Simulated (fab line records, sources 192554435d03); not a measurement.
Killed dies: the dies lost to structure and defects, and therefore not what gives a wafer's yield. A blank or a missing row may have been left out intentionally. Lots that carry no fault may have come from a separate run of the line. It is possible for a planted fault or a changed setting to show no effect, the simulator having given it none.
What tool caused it? ; flow n5 finfet ; 12 lots, 36 wafers sampled, at 1 step of a route of 1938

== WHAT EACH GAUGE READ, for each wafer ==
N5_BEOL_M13_CD_MEAS_10: the cd target is 190 nm.
lot;measured;on;cd nm (nm)
L076;day 11 14:13;cd sem-03;190.9 191.1 191.4
L077;day 12 02:17;cd sem-01;192.0 191.2 192.4
L080;day 12 16:45;cd sem-03;192.1 194.6 189.8
L082;day 13 00:10;cd sem-03;191.1 190.3 191.4
L081;day 13 06:38;cd sem-03;191.4 191.0 192.4
L085;day 14 07:01;cd sem-02;190.6 187.8 187.5
L086;day 14 12:55;cd sem-01;190.5 189.2 191.2
L090;day 15 02:43;cd sem-03;191.6 192.5 188.3
L091;day 15 04:21;cd sem-02;190.0 191.4 191.5
L093;day 16 07:10;cd sem-03;191.6 193.4 189.3
L096;day 16 14:14;cd sem-02;193.1 192.6 193.4
L097;day 16 19:25;cd sem-01;191.5 191.8 191.2

== WHICH TOOL RAN EACH LOT (tool, then ch and the chambers of the sampled wafers, then the start) ==
There is no process step in the record ahead of these readings.

== THE ANSWER, worked out from the rows above alone ==
Rule: usual is defined by the lots themselves. The widest of any qualifying gaps counts: lots, ordered by their means at a reading, are off when they make up no more than a third of the lots, leave a main group of 4 or more, and stand apart from it by 3 or more times the standard deviation of that group's means. A main group is skipped when, at the precision printed for the reading in the tables above, its means are all equal. A lot without any number at a reading at which 4 lots or more have one is off too. All remaining lots with rows at the step are treated as sound.
Across all readings shown, no lot is off: no conclusion can be drawn from this.

== WHAT THE SIMULATOR HAD PUT IN ==
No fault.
